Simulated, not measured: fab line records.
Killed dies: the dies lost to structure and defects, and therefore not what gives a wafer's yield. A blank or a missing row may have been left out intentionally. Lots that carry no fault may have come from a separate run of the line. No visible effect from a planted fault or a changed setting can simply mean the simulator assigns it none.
fab line records	flow n5Finfet
record lots=7	wafers=21
route steps=1938 shown BEOL_M13@1661 BEOL_M14@1716 BEOL_M15@1820 MIM_BOT_ETCH@1866
startH: hours from the record's first day to the start of the lot's first wafer shown	waitH: hours from the lot's prior step to this one	" repeats the value in the row above	L1.1+2: one row covering several wafers at once	- either no value or no given start	* or withheld: withheld	< > ~ a bound
route shown NAME@n: names a module that has steps shown in the file, with the first one's number in the route	usual: mean/standard deviation taken from wafers without a fault	same: alike in all rows	chamber/n: place in a boat	sites: the reading at each site	_std_site: the values' standard deviation	_edge_site: mean of outer sites minus mean of inner sites	radiusMm: how far each site lies from the wafer's centre	mask NAME#n: copy n	behind: the last tool/chamber to shape the wafer	hold: reason for holding the lot/hours on hold/outcome of the hold	device: which transistor (n, p or np) failed to switch	end of line: the route-end tests of the same wafers	a step with no rows: only its recipe	killed: dies lost to structure and defects at the first sort, not the wafer's yield	map: shows each die of a wafer: x if killed, . if not, _ if none is there
set.NAME: the setting as run; set.NAME@STEP: as run at that earlier step	model.NAME: the simulator's own value behind a step, which no gauge read
lots run with intentionally changed settings; tables by step, rows by wafer
## steps
# step N5_BEOL_M13_COAT_58
# recipe resist=BARC	tempC=205	timeS=60	spinRpm=1500	resistThkNm=89
lot.wafer	tool	chamber	startH	waitH	set.spinRpm	model.BARC_of_BEOL_M13_COAT_58.thkNm
L078.2+3	lithoTrack-05	0	273.71	0.0	1500	88.6
L078.5	"	0	"	"	1593	85.8
L077.1+3	lithoTrack-05	0	289.71	0.0	1500	89.4
L077.5	"	0	"	"	1500	89.2
L085.2	lithoTrack-03	0	309.68	0.0	1500	89.4
L085.4	"	0	"	"	1331	94.8
L085.5	"	0	"	"	1331	95
L086.1	lithoTrack-03	0	317.10	0.0	1500	89
L086.3+4	"	0	"	"	1585	86.6
L089.2+5	lithoTrack-03	0	344.75	0.0	1500	88.8
L089.3	"	0	"	"	1500	89
L091.2+4	lithoTrack-05	0	348.86	0.0	1500	88.6
L091.5	"	0	"	"	1500	88.8
L095.1+3	lithoTrack-04	0	385.09	0.0	1500	89
L095.6	"	0	"	"	1500	89.2
# step N5_BEOL_M13_COAT_04
# recipe spinRpm=1625	resistThkNm=400
# step N5_BEOL_M13_EBR_06
# recipe solvent=PGMEA	ebrWidthMm=1.5
# step N5_BEOL_M13_DESCUM_15
# recipe chemistry=O2	timeS=7.9	sourcePowerW=50	biasPowerW=20	pressureMtorr=20	rfFrequencyHz=2.712e+07	tempC=40	o2FlowSccm=225
# step N5_BEOL_M13_ETCH_59
# recipe chemistry=N2/H2	target=BARC	targetDepthA=890	overetchA=267	timeS=67.9	ionEnergyEv=200	pressureMtorr=30	sourceW=840	biasW=150	n2FlowSccm=200	h2FlowSccm=200
lot.wafer	tool	chamber	startH	waitH	set.spinRpm@BEOL_M13_COAT_58	model.etch.depthNm
L078.2	rieDiel-03	1	274.35	0.0	1500	88.61
L078.3	"	2	"	"	1500	88.56
L078.5	"	2	"	"	1593	85.8
L077.1	rieDiel-03	0	290.23	0.0	1500	89.45
L077.3	"	3	"	"	1500	89.36
L077.5	"	3	"	"	1500	89.29
L085.2	rieDiel-01	2	310.29	0.0	1500	89.4
L085.4	"	3	"	"	1331	94.72
L085.5	"	0	"	"	1331	94.97
L086.1	rieDiel-05	2	317.50	0.0	1500	89.03
L086.3	"	0	"	"	1585	86.52
L086.4	"	1	"	"	1585	86.58
L089.2	rieDiel-01	1	345.15	0.0	1500	88.9
L089.3	"	3	"	"	1500	88.97
L089.5	"	3	"	"	1500	88.88
L091.2	rieDiel-05	0	349.38	0.0	1500	88.61
L091.4	"	1	"	"	1500	88.54
L091.5	"	3	"	"	1500	88.85
L095.1+3	rieDiel-03	3,1	385.61	0.0	1500	89
L095.6	"	1	"	"	1500	89.21
# step N5_BEOL_M13_VIA_ETCH_16
# recipe chemistry=C4F8/O2/Ar	target=SiOC	pressureMtorr=30	sourceW=3000	biasW=700	Ar_flow_sccm=400	C4F8_flow_sccm=15	O2_flow_sccm=8	heInnerTorr=15	heOuterTorr=30	targetDepthA=9217	timeS=withheld	ionEnergyEv=250	ends=cleared
# step N5_BEOL_M13_STRIP_63
# recipe chemistry=N2/H2	powerW=1000	tempC=250	h2Frac=0.65	overashFraction=0.3	pressureMtorr=1000	n2FlowSccm=1750	h2FlowSccm=3250
# step N5_BEOL_M13_STRIP_64
# recipe chemistry=N2/H2	powerW=1000	tempC=250	h2Frac=0.65	overashFraction=0.3	pressureMtorr=withheld	n2FlowSccm=1750	h2FlowSccm=3250
# usual stripTimeToEndpointS=31.33/0.085
lot.wafer	tool	chamber	startH	waitH	set.spinRpm@BEOL_M13_COAT_58	stripTimeToEndpointS
L078.2	plasmaAsher-02	1	274.69	0.0	1500	31.20
L078.3	"	0	"	"	1500	31.17
L078.5	"	1	"	"	1593	30.40
L077.1	plasmaAsher-02	1	290.58	0.0	1500	31.45
L077.3	"	1	"	"	1500	31.42
L077.5	"	1	"	"	1500	31.40
L085.2	plasmaAsher-01	0	310.64	0.0	1500	31.42
L085.4	"	1	"	"	1331	32.94
L085.5	"	0	"	"	1331	33.02
L086.1	plasmaAsher-02	1	317.86	0.0	1500	31.32
L086.3	"	1	"	"	1585	30.60
L086.4	"	0	"	"	1585	30.63
L089.2	plasmaAsher-01	1	345.50	0.0	1500	31.28
L089.3	"	1	"	"	1500	31.31
L089.5	"	1	"	"	1500	31.27
L091.2	plasmaAsher-02	1	349.73	0.0	1500	31.20
L091.4	"	0	"	"	1500	31.17
L091.5	"	1	"	"	1500	31.26
L095.1	plasmaAsher-02	1	385.95	0.0	1500	31.31
L095.3	"	1	"	"	1500	31.31
L095.6	"	1	"	"	1500	31.37
# step N5_BEOL_M14_ILD_DEP_00
# recipe material=SiO2	targetThkA=11193	tempC=400	precursor=TEOS/O2	pressureTorr=6.5	rfW=900	teosFlowSccm=161.4	gas=O2	flowSccm=2650	timeS=237.4
lot.wafer	tool	chamber	startH	waitH	set.timeS	model.SiO2_of_BEOL_M14_ILD_DEP_00.thkNm
L078.2	pecvd-01	1	278.14	0.0	212.8	986.6
L078.3	"	0	"	"	212.8	990
L078.5	"	2	"	"	212.8	980.4
L077.1	pecvd-01	0	295.04	0.0	237.4	1108
L077.3	"	1	"	"	222.2	1026
L077.5	"	1	"	"	222.2	1037
L085.2	pecvd-02	2	316.45	0.0	207.3	990
L085.4	"	1	"	"	237.4	1130
L085.5	"	2	"	"	237.4	1140
L086.1	pecvd-01	1	321.71	0.0	237.4	1121
L086.3	"	2	"	"	237.4	1127
L086.4	"	0	"	"	237.4	1149
L089.2	pecvd-03	2	349.33	0.0	237.4	1118
L089.3	"	0	"	"	237.4	1075
L089.5	"	2	"	"	237.4	1134
L091.2	pecvd-02	1	352.80	0.0	237.4	1120
L091.4	"	2	"	"	237.4	1126
L091.5	"	1	"	"	216	1040
L095.1	pecvd-01	2	393.28	0.0	246.9	1151
L095.3	"	0	"	"	237.4	1128
L095.6	"	2	"	"	246.9	1178
# step N5_BEOL_M14_THK_MEAS_01
# recipe reads=SiO2_of_BEOL_M14_ILD_DEP_00
# usual M14_ILD_THK=1120/18
lot.wafer	tool	chamber	startH	waitH	set.timeS@BEOL_M14_ILD_DEP_00	M14_ILD_THK[nm]
L078.2	filmMetro-02	-	278.33	0.1	212.8	988
L078.3	"	-	"	"	212.8	990
L078.5	"	-	"	"	212.8	980
L077.1	filmMetro-01	-	295.23	0.1	237.4	1109
L077.3	"	-	"	"	222.2	1025
L077.5	"	-	"	"	222.2	1036
L085.2	filmMetro-01	-	316.64	0.1	207.3	990
L085.4	"	-	"	"	237.4	1129
L085.5	"	-	"	"	237.4	1140
L086.1	filmMetro-01	-	321.90	0.1	237.4	1121
L086.3	"	-	"	"	237.4	1127
L086.4	"	-	"	"	237.4	1149
L089.2	filmMetro-02	-	349.52	0.1	237.4	1118
L089.3	"	-	"	"	237.4	1075
L089.5	"	-	"	"	237.4	1134
L091.2	filmMetro-01	-	352.99	0.1	237.4	1119
L091.4	"	-	"	"	237.4	1127
L091.5	"	-	"	"	216	1040
L095.1	filmMetro-01	-	393.47	0.1	246.9	1150
L095.3	"	-	"	"	237.4	1128
L095.6	"	-	"	"	246.9	1177
# step N5_BEOL_M14_COAT_58
# recipe resist=BARC	tempC=205	timeS=60	spinRpm=1500	resistThkNm=89
lot.wafer	tool	chamber	startH	waitH	set.spinRpm	model.BARC_of_BEOL_M14_COAT_58.thkNm
L078.2	lithoTrack-01	0	278.36	0.0	1606	86
L078.3	"	0	"	"	1500	88.8
L078.5	"	0	"	"	1500	89
L077.1	lithoTrack-02	0	295.27	0.0	1590	86.4
L077.3	"	0	"	"	1500	88.8
L077.5	"	0	"	"	1500	89.2
L085.2	lithoTrack-03	0	316.67	0.0	1500	88.6
L085.4+5	"	0	"	"	1500	89
L086.1	lithoTrack-02	0	321.93	0.0	1500	89
L086.3	"	0	"	"	1666	84.6
L086.4	"	0	"	"	1500	88.8
L089.2	lithoTrack-01	0	349.55	0.0	1500	89
L089.3	"	0	"	"	1500	89.4
L089.5	"	0	"	"	1500	88.8
L091.2	lithoTrack-03	0	353.02	0.0	1500	89.2
L091.4+5	"	0	"	"	1426	91.6
L095.1	lithoTrack-03	0	393.50	0.0	1347	93.8
L095.3	"	0	"	"	1347	94.2
L095.6	"	0	"	"	1347	94.4
# step N5_BEOL_M14_COAT_04
# recipe spinRpm=1704	resistThkNm=800
# step N5_BEOL_M14_EBR_06
# recipe solvent=PGMEA	ebrWidthMm=1.5
# step N5_BEOL_M14_DESCUM_15
# recipe chemistry=O2	timeS=7.9	sourcePowerW=50	biasPowerW=20	pressureMtorr=20	rfFrequencyHz=2.712e+07	tempC=40	o2FlowSccm=225
# step N5_BEOL_M14_ETCH_59
# recipe chemistry=N2/H2	target=BARC	targetDepthA=890	overetchA=267	timeS=67.9	ionEnergyEv=200	pressureMtorr=30	sourceW=840	biasW=150	n2FlowSccm=200	h2FlowSccm=200
lot.wafer	tool	chamber	startH	waitH	set.spinRpm@BEOL_M14_COAT_58	model.etch.depthNm
L078.2	rieDiel-02	1	278.76	0.0	1606	85.93
L078.3	"	0	"	"	1500	88.89
L078.5	"	0	"	"	1500	89.04
L077.1	rieDiel-06	1	296.46	0.0	1590	86.4
L077.3	"	0	"	"	1500	88.89
L077.5	"	0	"	"	1500	89.13
L085.2	rieDiel-02	0	317.30	0.0	1500	88.51
L085.4	"	2	"	"	1500	89.01
L085.5	"	3	"	"	1500	88.92
L086.1	rieDiel-06	0	322.33	0.0	1500	88.94
L086.3	"	1	"	"	1666	84.63
L086.4	"	3	"	"	1500	88.81
L089.2	rieDiel-04	1	349.95	0.0	1500	88.99
L089.3	"	2	"	"	1500	89.3
L089.5	"	0	"	"	1500	88.81
L091.2	rieDiel-04	2	354.13	0.0	1500	89.25
L091.4	"	3	"	"	1426	91.66
L091.5	"	2	"	"	1426	91.69
L095.1	rieDiel-04	0	394.07	0.0	1347	93.88
L095.3	"	3	"	"	1347	94.2
L095.6	"	1	"	"	1347	94.34
# step N5_BEOL_M14_VIA_ETCH_16
# recipe chemistry=C4F8/O2/Ar	target=SiO2	heInnerTorr=15	heOuterTorr=30	targetDepthA=12313	timeS=withheld	ionEnergyEv=800	pressureMtorr=20	sourceW=1905	biasW=2040	Ar_flow_sccm=400	C4F8_flow_sccm=16	O2_flow_sccm=12	ends=cleared
lot.wafer	tool	chamber	startH	waitH	set.timeS@BEOL_M14_ILD_DEP_00	model.etch.depthNm	model.coat_of_BEOL_M14_COAT_04.thkNm
L078.2	rieDiel-02	1	278.81	0.0	*	986.5	492.6
L078.3	"	0	"	"	*	990	488.4
L078.5	"	0	"	"	*	980.4	489
L077.1	rieDiel-06	1	296.51	0.0	*	1108	456.6
L077.3	"	0	"	"	*	1026	483.4
L077.5	"	0	"	"	*	1037	481
L085.2	rieDiel-02	0	317.35	0.0	*	990	485.6
L085.4	"	2	"	"	*	1130	450.6
L085.5	"	3	"	"	*	1140	451.6
L086.1	rieDiel-06	0	322.38	0.0	*	1121	461.2
L086.3	"	1	"	"	*	1127	454.8
L086.4	"	3	"	"	*	1149	446.2
L089.2	rieDiel-04	1	350.00	0.0	*	1118	460.6
L089.3	"	2	"	"	*	1075	459.8
L089.5	"	0	"	"	*	1134	449
L091.2	rieDiel-04	2	354.18	0.0	*	1120	450.6
L091.4	"	3	"	"	*	1126	452.6
L091.5	"	2	"	"	*	1040	470.6
L095.1	rieDiel-04	0	394.12	0.0	*	1151	443
L095.3	"	3	"	"	*	1128	454
L095.6	"	1	"	"	*	1178	448
# step N5_BEOL_M14_PEB_26
# recipe pebTempC=130	pebTimeS=90
lot.wafer	tool	chamber	startH	waitH	set.pebTempC
L078.2+5	lithoTrack-03	0	279.49	0.0	131.1
L078.3	"	0	"	"	130
L077.1+3	lithoTrack-03	0	297.07	0.1	130
L077.5	"	0	"	"	132.6
L085.2+5	lithoTrack-02	0	317.94	0.0	130
L085.4	"	0	"	"	131.1
L086.1+3+4	lithoTrack-02	0	322.94	0.1	130
L089.2+3+5	lithoTrack-02	0	350.68	0.0	130
L091.2+5	lithoTrack-03	0	354.87	0.0	133.6
L091.4	"	0	"	"	130
L095.1+3+6	lithoTrack-03	0	394.81	0.1	130
# step N5_BEOL_M14_DEVELOP_27
# recipe developTimeS=45	rinseLiquid=diw	dry=airSpin	devTempC=21
# step N5_BEOL_M14_HARDBAKE_32
# recipe tempC=130	timeS=120
# step N5_BEOL_M14_STRIP_37
# recipe chemistry=O2	powerW=600	tempC=60	pressureMtorr=30	rfFrequencyHz=6e+07	biasPowerW=0	overashFraction=0.3	o2FlowSccm=225
# step N5_BEOL_M14_ETCH_38
# recipe chemistry=CF4/N2	target=SiCN	targetDepthA=1065	taperDeg=2	timeS=120.6	ionEnergyEv=150	maskMaterial=SiO2	pressureMtorr=40	sourceW=430	biasW=70	Ar_flow_sccm=100	cf4FlowSccm=60	n2FlowSccm=60
lot.wafer	tool	chamber	startH	waitH	set.timeS@BEOL_M14_ILD_DEP_00	model.SiO2_of_BEOL_M14_ILD_DEP_00.thkNm
L078.2	rieDiel-06	3	-	-	212.8	922.2
L078.3	"	0	"	"	212.8	925.8
L078.5	"	3	"	"	212.8	916.4
L077.1	rieDiel-06	0	-	-	237.4	1045
L077.3	"	3	"	"	222.2	962.2
L077.5	"	3	"	"	222.2	973
L085.2	rieDiel-04	0	-	-	207.3	928.6
L085.4	"	3	"	"	237.4	1061
L085.5	"	1	"	"	237.4	1077
L086.1	rieDiel-04	1	-	-	237.4	1057
L086.3	"	3	"	"	237.4	1058
L086.4	"	0	"	"	237.4	1088
L089.2	rieDiel-02	0	-	-	237.4	1056
L089.3	"	1	"	"	237.4	1014
L089.5	"	0	"	"	237.4	1072
L091.2	rieDiel-02	1	-	-	237.4	1059
L091.4	"	2	"	"	237.4	1063
L091.5	"	1	"	"	216	978.4
L095.1	rieDiel-06	3	-	-	246.9	1086
L095.3	"	1	"	"	237.4	1068
L095.6	"	1	"	"	246.9	1117
# step N5_BEOL_M15_SPUTTER_44
# recipe material=Ta	targetThkA=150	tempC=50	biasV=80	powerW=15000	chamberPressurePa=0.07	timeS=24.19
lot.wafer	tool	chamber	startH	waitH	set.powerW	model.Ta_of_BEOL_M15_SPUTTER_44.thkNm
L078.2	pvdSputter-02	-	290.49	0.0	14070	14.4
L078.3	"	-	"	"	15000	15.2
L078.5	"	-	"	"	15000	15.4
L077.1	pvdSputter-01	-	310.45	0.0	16250	16.4
L077.3	"	-	"	"	15000	15.4
L077.5	"	-	"	"	16250	16.2
L085.2	pvdSputter-01	-	327.20	0.0	17350	17.2
L085.4	"	-	"	"	15000	15.2
L085.5	"	-	"	"	15000	14.8
L086.1	pvdSputter-03	-	335.53	0.0	15000	14.8
L086.3+4	"	-	"	"	15000	15.2
L089.2	pvdSputter-02	-	360.01	0.0	15000	15.6
L089.3+5	"	-	"	"	15000	15.2
L091.2	pvdSputter-03	-	363.72	0.0	12730	12.8
L091.4+5	"	-	"	"	15000	15
L095.1	pvdSputter-01	-	405.01	0.0	15000	15.2
L095.3	"	-	"	"	15000	14.8
L095.6	"	-	"	"	15000	15
# step N5_MIM_BOT_ETCH_ETCH_04
# recipe chemistry=CF4/O2	target=SiNx	targetDepthA=260	timeS=13	ionEnergyEv=100	pressureMtorr=40	sourceW=535	biasW=49	Ar_flow_sccm=100	cf4FlowSccm=100	O2_flow_sccm=10
lot.wafer	tool	chamber	startH	waitH	set.timeS	model.etch.depthNm
L078.2	rieDiel-02	2	297.98	0.0	13	25.47
L078.3	"	3	"	"	13	24.9
L078.5	"	2	"	"	13	25.58
L077.1	rieDiel-04	2	316.44	0.0	15.01	29.82
L077.3	"	3	"	"	15.01	31.87
L077.5	"	2	"	"	13	25.93
L085.2	rieDiel-02	2	336.74	0.0	13	25.28
L085.4	"	3	"	"	13	24.73
L085.5	"	1	"	"	13	24.74
L086.1	rieDiel-04	1	343.77	0.0	13	25.6
L086.3	"	2	"	"	13	25.93
L086.4	"	3	"	"	13.8	29.24
L089.2	rieDiel-02	0	365.75	0.0	13	24.92
L089.3	"	3	"	"	13	24.85
L089.5	"	2	"	"	13	25.59
L091.2	rieDiel-02	3	370.53	0.0	10.27	19.65
L091.4	"	3	"	"	10.27	19.63
L091.5	"	1	"	"	13	25.18
L095.1	rieDiel-02	3	412.09	0.0	13	24.7
L095.3	"	0	"	"	13	25.91
L095.6	"	3	"	"	13	24.6
## key
split step=N5_BEOL_M13_COAT_58	setting=spinRpm	stated=1500	by=wafer
response step=N5_BEOL_M13_COAT_58	reading=model.BARC_of_BEOL_M13_COAT_58.thkNm	change=-0.471	per=1%	r=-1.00
response step=N5_BEOL_M13_ETCH_59	reading=model.etch.depthNm	change=-0.469	per=1%	r=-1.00
response step=N5_BEOL_M13_STRIP_64	reading=stripTimeToEndpointS	change=*	per=1%	r=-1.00
split step=N5_BEOL_M14_ILD_DEP_00	setting=timeS	stated=237.4	by=wafer
response step=N5_BEOL_M14_ILD_DEP_00	reading=model.SiO2_of_BEOL_M14_ILD_DEP_00.thkNm	change=+10.8	per=1%	r=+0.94
response step=N5_BEOL_M14_THK_MEAS_01	reading=M14_ILD_THK	change=+10.8	per=1%	r=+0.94
response step=N5_BEOL_M14_VIA_ETCH_16	reading=model.etch.depthNm	change=+10.8	per=1%	r=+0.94
response step=N5_BEOL_M14_VIA_ETCH_16	reading=model.coat_of_BEOL_M14_COAT_04.thkNm	change=-2.7	per=1%	r=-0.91
response step=N5_BEOL_M14_ETCH_38	reading=model.SiO2_of_BEOL_M14_ILD_DEP_00.thkNm	change=+10.5	per=1%	r=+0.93
split step=N5_BEOL_M14_COAT_58	setting=spinRpm	stated=1500	by=wafer
response step=N5_BEOL_M14_COAT_58	reading=model.BARC_of_BEOL_M14_COAT_58.thkNm	change=-0.41	per=1%	r=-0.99
response step=N5_BEOL_M14_ETCH_59	reading=model.etch.depthNm	change=-0.413	per=1%	r=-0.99
split step=N5_BEOL_M14_PEB_26	setting=pebTempC	stated=130	by=wafer
response none clear
split step=N5_BEOL_M15_SPUTTER_44	setting=powerW	stated=15000	by=wafer
response step=N5_BEOL_M15_SPUTTER_44	reading=model.Ta_of_BEOL_M15_SPUTTER_44.thkNm	change=+0.139	per=1%	r=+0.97
split step=N5_MIM_BOT_ETCH_ETCH_04	setting=timeS	stated=13	by=wafer
response step=N5_MIM_BOT_ETCH_ETCH_04	reading=model.etch.depthNm	change=+0.298	per=1%	r=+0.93
